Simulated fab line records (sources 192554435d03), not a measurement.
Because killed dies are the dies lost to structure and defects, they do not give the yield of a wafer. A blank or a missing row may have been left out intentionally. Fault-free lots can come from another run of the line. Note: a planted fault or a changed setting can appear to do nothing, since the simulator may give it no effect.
Matching of chambers -- flow n5-finfet -- 4 sister chambers for N5_BEOL_M0_SAQP_ETCH_107 on rie-diel-04
The step etches SiNx in CH3F/O2, target depth 30 nm. 8 wafers are shown with their chamber, then 8 later ones without.

## WAFERS PAIRED WITH THEIR CHAMBERS
wafer,chamber,drypump-motor-current-A (A),rf-vpp-V (V)
L077.4,2,5.5,293
L077.5,2,5.5,292
L077.6,3,6.1,296
L081.6,1,6.2,294
L083.4,3,6.0,295
L083.5,0,6.3,302
L083.6,1,6.2,293
L084.2,0,6.4,300

## WAFERS WHOSE CHAMBER IS MISSING
wafer,drypump-motor-current-A (A),rf-vpp-V (V)
L084.4,6.1,293
L084.6,6.3,301
L085.1,6.4,303
L085.4,6.0,295
L085.5,6.2,292
L092.1,5.5,292
L092.4,6.0,296
L092.5,5.5,293

## WHICH CHAMBER EACH ONE RAN IN
wafer,from the rows above,in truth
L084.4,can't be placed: 1 or 3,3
L084.6,0,0
L085.1,0,0
L085.4,3,3
L085.5,1,1
L092.1,2,2
L092.4,3,3
L092.5,2,2
Correct placement for 7 of the 8. From these rows, 1 cannot be placed; in 1 the true chamber is one of the candidates. Placed wrongly: 0.
How it was worked out, from the rows above alone: a wafer's distance from a chamber is the root of the sum, over the readings, of the square of ((its reading less the chamber's mean) divided by the reading's scatter). The wafer belongs to the nearest chamber; if the next one is less than 2 further off, it can't be placed. For every chamber, the mean is computed from those of its wafers that are shown. The scatter: take each reading less its chamber's mean, square it, sum over the shown wafers, divide by the number of wafers less the number of chambers, and take the root.
